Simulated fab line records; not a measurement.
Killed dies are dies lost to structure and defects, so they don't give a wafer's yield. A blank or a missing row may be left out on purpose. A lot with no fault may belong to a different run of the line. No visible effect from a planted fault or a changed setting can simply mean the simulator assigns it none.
Which tool is to blame?	flow nand-harc	42 wafers from 14 lots sampled at 6 of the route's 1302 steps

== WHAT THE GAUGES READ, wafer by wafer ==
NHARC_P_M0_CD_MEAS_09: the cd target is 90 nm. Usual: cd-nm reads 89.9 nm (standard deviation 0.7).
lot	measured	on	cd-nm (nm)	flag
L974	day 6 07:59	cd-sem-03	90.4 90.4 90.0	
L975	day 6 14:46	cd-sem-01	90.0 90.5 90.6	
L976	day 6 16:53	cd-sem-01	89.6 88.8 88.8	
L977	day 7 04:21	cd-sem-03	88.9 88.5 89.3	
L979	day 8 00:58	cd-sem-01	89.4 89.2 89.1	
L980	day 8 13:54	cd-sem-01	89.7 89.7 89.1	
L981	day 8 22:54	cd-sem-01	90.2 90.2 89.8	
L982	day 9 06:49	cd-sem-01	89.4 89.4 89.8	
L984	day 10 09:43	cd-sem-01	50.7 50.8 50.8	OFF
L987	day 11 08:08	cd-sem-02	89.5 89.4 90.0	
L990	day 12 16:20	cd-sem-01	60.5 59.3 60.4	OFF
L991	day 13 04:17	cd-sem-01	90.1 90.7 90.4	
L993	day 14 05:36	cd-sem-02	90.0 88.8 90.2	
L997	day 15 12:35	cd-sem-01	90.0 90.7 90.5	

NHARC_P_M0_CD_MEAS_16. Usual: cd-nm reads 89.8 nm (standard deviation 0.9).
lot	measured	on	cd-nm (nm)	flag
L974	day 6 08:29	cd-sem-03	89.9 90.6 89.1	
L975	day 6 15:14	cd-sem-03	91.4 89.9 90.4	
L976	day 6 17:22	cd-sem-02	89.2 87.9 88.8	
L977	day 7 04:54	cd-sem-01	89.3 89.4 89.4	
L979	day 8 01:27	cd-sem-03	88.7 88.2 89.0	
L980	day 8 14:23	cd-sem-03	89.6 90.0 89.5	
L981	day 8 23:23	cd-sem-03	89.9 90.6 89.3	
L982	day 9 07:19	cd-sem-02	89.6 88.4 89.4	
L984	day 10 10:18	cd-sem-02	50.8 50.9 52.2	OFF
L987	day 11 08:37	cd-sem-01	89.3 89.8 89.8	
L990	day 12 16:51	cd-sem-02	61.0 59.5 61.4	OFF
L991	day 13 05:07	cd-sem-01	90.5 90.5 90.7	
L993	day 14 06:05	cd-sem-03	89.2 87.8 89.9	
L997	day 15 13:05	cd-sem-03	90.7 90.6 90.6	

== EACH LOT AND THE TOOL THAT RAN IT (in order: tool; ch and the chambers of the sampled wafers; start) ==
lot	NHARC_P_CONTACT_DESCUM_17	NHARC_P_CONTACT_ETCH_18	NHARC_P_CONTACT_DEGAS_38	NHARC_P_M0_EXPOSE_06
L974	rie-diel-10 ch 2,3, day 6 04:02	rie-diel-10 ch 1,2,3, day 6 05:43 or earlier	pvd-sputter-03, day 6 05:43	arfi-scanner-01 ch 0, day 6 07:51
L975	rie-diel-04 ch 0,2, day 6 10:38	rie-diel-04 ch 0,1, day 6 12:22 or earlier	pvd-sputter-02, day 6 12:22	arfi-scanner-02 ch 0, day 6 14:37
L976	rie-diel-09 ch 0,2, day 6 12:44	rie-diel-09 ch 0,2,3, day 6 14:29 or earlier	pvd-sputter-03, day 6 14:29	arfi-scanner-01 ch 0, day 6 16:44
L977	rie-diel-04 ch 0,1,2, day 7 00:11	rie-diel-04 ch 0,1,2, day 7 01:58 or earlier	pvd-sputter-01, day 7 01:58	arfi-scanner-02 ch 0, day 7 04:13
L979	rie-diel-04 ch 0,1, day 7 19:59	rie-diel-04 ch 0,1, day 7 22:01 or earlier	pvd-sputter-03, day 7 22:01	arfi-scanner-02 ch 0, day 8 00:50
L980	rie-diel-04 ch 1,2,3, day 8 09:52	rie-diel-10 ch 2,3, day 8 10:22	pvd-sputter-01, day 8 11:31	arfi-scanner-03 ch 0, day 8 13:46
L981	rie-diel-10 ch 0,1,3, day 8 18:32	rie-diel-10 ch 1,2,3, day 8 20:07 or earlier	pvd-sputter-02, day 8 20:07	arfi-scanner-02 ch 0, day 8 22:46
L982	rie-diel-09 ch 1,3, day 9 02:56	rie-diel-09 ch 0,1, day 9 04:30 or earlier	pvd-sputter-03, day 9 04:30	arfi-scanner-02 ch 0, day 9 06:41
L984	rie-diel-09 ch 1,2,3, day 10 05:28	rie-diel-09 ch 1,3, day 10 07:20 or earlier	pvd-sputter-01, day 10 07:20	arfi-scanner-02 ch 0, day 10 09:35
L987	rie-diel-09 ch 3, day 11 03:04	rie-diel-09 ch 3, day 11 04:27	pvd-sputter-03, day 11 05:51	arfi-scanner-03 ch 0, day 11 08:00
L990	rie-diel-09 ch 0,1,2, day 12 12:22	rie-diel-09 ch 0,2,3, day 12 13:57 or earlier	pvd-sputter-01, day 12 13:57	arfi-scanner-02 ch 0, day 12 16:12
L991	rie-diel-09 ch 0,2,3, day 13 00:26	rie-diel-09 ch 0,2, day 13 02:01 or earlier	pvd-sputter-01, day 13 02:01	arfi-scanner-03 ch 0, day 13 04:08
L993	rie-diel-09 ch 0,2, day 14 01:34	rie-diel-09 ch 0,2,3, day 14 03:10 or earlier	pvd-sputter-02, day 14 03:10	arfi-scanner-03 ch 0, day 14 05:28
L997	rie-diel-10 ch 0,2, day 15 08:37	rie-diel-10 ch 0,2,3, day 15 10:12 or earlier	pvd-sputter-03, day 15 10:12	arfi-scanner-01 ch 0, day 15 12:28
- NHARC_P_CONTACT_DESCUM_17: chemistry O2, time 3 s.
- NHARC_P_CONTACT_ETCH_18: etches the open film in C4F8/O2/Ar, target depth 481 nm, time 240.5 s.
- NHARC_P_CONTACT_DEGAS_38: time 60 s.
- NHARC_P_M0_EXPOSE_06: exposes mask P M0, target cd 90 nm.

== AS READ BY THE TOOLS THEMSELVES (means over the sampled wafers that have a number; for cases with no such wafer, the mark the record gives instead) ==
NHARC_P_CONTACT_DESCUM_17. Usual: drypump-motor-current-A 5.7 A, standard deviation 0.37; mfc-ar-sccm 0.007 sccm, standard deviation 0.0092; oes-product-au 1.001 a.u., standard deviation 0.011; rf-vpp-V 57.6 V, standard deviation 1; showerhead-plenum-p-Torr 1.90 Torr, standard deviation 0.1; throttle-valve-pct 11.311 %, standard deviation 0.0087.
lot	tool	drypump-motor-current-A (A)	mfc-ar-sccm (sccm)	oes-product-au (a.u.)	rf-vpp-V (V)	showerhead-plenum-p-Torr (Torr)	throttle-valve-pct (%)	flag
L974	rie-diel-10	5.2	0.000	1.012	56.6	1.83	11.307	
L975	rie-diel-04	5.9	0.000	0.995	57.2	1.90	11.305	
L976	rie-diel-09	5.8	0.012	1.007	58.3	1.96	11.306	
L977	rie-diel-04	6.0	0.004	0.994	56.9	1.85	11.313	
L979	rie-diel-04	6.0	0.007	0.984	57.4	1.84	11.314	
L980	rie-diel-04	6.2	0.015	0.992	57.2	1.83	11.305	
L981	rie-diel-10	5.4	0.009	1.009	57.1	1.91	11.313	
L982	rie-diel-09	5.8	0.000	1.000	57.6	1.90	11.317	
L984	rie-diel-09	5.8	0.004	1.003	57.9	1.97	11.307	
L987	rie-diel-09	5.4	0.000	1.007	58.5	2.06	11.311	
L990	rie-diel-09	5.9	0.008	0.999	58.1	1.89	11.310	
L991	rie-diel-09	5.7	0.008	0.993	57.0	1.97	11.319	
L993	rie-diel-09	5.8	0.012	0.999	56.8	1.96	11.311	
L997	rie-diel-10	5.5	0.015	1.015	58.3	1.98	11.320	

NHARC_P_CONTACT_ETCH_18. Usual: oes-product-au 0.963 a.u., standard deviation 0.02; rf-fwd-power-W 598.6 W, standard deviation 2; rf-vpp-V 977 V, standard deviation 7.
lot	tool	oes-product-au (a.u.)	rf-fwd-power-W (W)	rf-vpp-V (V)	flag
L974	rie-diel-10	0.930	599.3	974	
L975	rie-diel-04	0.963	595.9	977	
L976	rie-diel-09	0.959	598.0	981	
L977	rie-diel-04	0.960	599.8	974	
L979	rie-diel-04	0.929	597.8	973	
L980	rie-diel-10	0.997	597.9	973	
L981	rie-diel-10	0.977	597.1	973	
L982	rie-diel-09	0.957	598.0	971	
L984	rie-diel-09	0.979	597.0	983	
L987	rie-diel-09	0.937	599.2	987	
L990	rie-diel-09	0.916	598.3	982	
L991	rie-diel-09	0.968	598.3	981	
L993	rie-diel-09	0.952	596.8	981	
L997	rie-diel-10	0.978	600.5	977	

NHARC_P_CONTACT_DEGAS_38. Usual: heater-power-w 453 W, standard deviation 53; susceptor-temp-C 300.02 C, standard deviation 0.18.
lot	tool	heater-power-w (W)	susceptor-temp-C (C)	flag
L974	pvd-sputter-03	414	300.07	
L975	pvd-sputter-02	489	300.10	
L976	pvd-sputter-03	449	299.87	
L977	pvd-sputter-01	446	299.97	
L979	pvd-sputter-03	454	-	OFF
L980	pvd-sputter-01	441	300.00	
L981	pvd-sputter-02	420	299.83	
L982	pvd-sputter-03	492	300.15	
L984	pvd-sputter-01	431	300.01	
L987	pvd-sputter-03	450	-	OFF
L990	pvd-sputter-01	477	300.20	
L991	pvd-sputter-01	420	300.07	
L993	pvd-sputter-02	419	299.91	
L997	pvd-sputter-03	461	299.84	

NHARC_P_M0_EXPOSE_06. Usual: exposure-dose-mJ-cm2 reads 81.27 (standard deviation 0.082).
lot	tool	exposure-dose-mJ-cm2	flag
L974	arfi-scanner-01	81.28	
L975	arfi-scanner-02	81.29	
L976	arfi-scanner-01	81.31	
L977	arfi-scanner-02	81.27	
L979	arfi-scanner-02	81.33	
L980	arfi-scanner-03	81.23	
L981	arfi-scanner-02	81.28	
L982	arfi-scanner-02	81.38	
L984	arfi-scanner-02	42.48	OFF
L987	arfi-scanner-03	81.31	
L990	arfi-scanner-02	50.14	OFF
L991	arfi-scanner-03	81.39	
L993	arfi-scanner-03	81.16	
L997	arfi-scanner-01	81.15	

== THE ANSWER, worked out from the rows above alone ==
Rule: take the mean of a lot's wafers that have a number; if it is more than 3 standard deviations from the usual mean, the lot is off. Also off: a lot with no number at a reading for which 4 or more lots have one. Where the step has rows for the other lots, those lots are counted as sound. After the gauges, taken in route order, come the tools' own readings; for these a lot's mean is taken, as printed above. At the first step where some lot is off, the reading lying furthest off is the one used; lots without a number count as furthest.
Off, at NHARC_P_M0_CD_MEAS_09 on cd-nm: L984, L990.
If a tool, at a process step before that reading, ran all the lots that are off and no sound lot after the first of them, it fits. Not tried: the gauges at NHARC_P_M0_CD_MEAS_09; whatever is off there is also off at NHARC_P_M0_CD_MEAS_16, on other tools, and gauge error can't account for it. NHARC_P_CONTACT_ETCH_18 gives no start for some lots, so the hours and the order of its lots are those of NHARC_P_CONTACT_DEGAS_38. One candidate fits, namely arfi-scanner-02 at NHARC_P_M0_EXPOSE_06. Its last sound lot is L982 (day 9 06:41), its first lot that is off L984 (day 10 09:35): a fault that began between those two fits.
On the lots that are off, the tool's own readings at NHARC_P_M0_EXPOSE_06 differ by more than 5 times the standard deviation of the sound lots' means, which bears it out; exposure-dose-mJ-cm2 reads 46.31 there versus 81.28 on the sound lots.

== WHAT THE SIMULATOR HAD PUT IN ==
Drift in process parameters on arfi-scanner-02 at NHARC_P_M0_EXPOSE_06, starting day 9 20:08. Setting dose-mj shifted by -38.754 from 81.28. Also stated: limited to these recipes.
Shown lots that were struck: L984, L990. The rule given above showed the same thing.
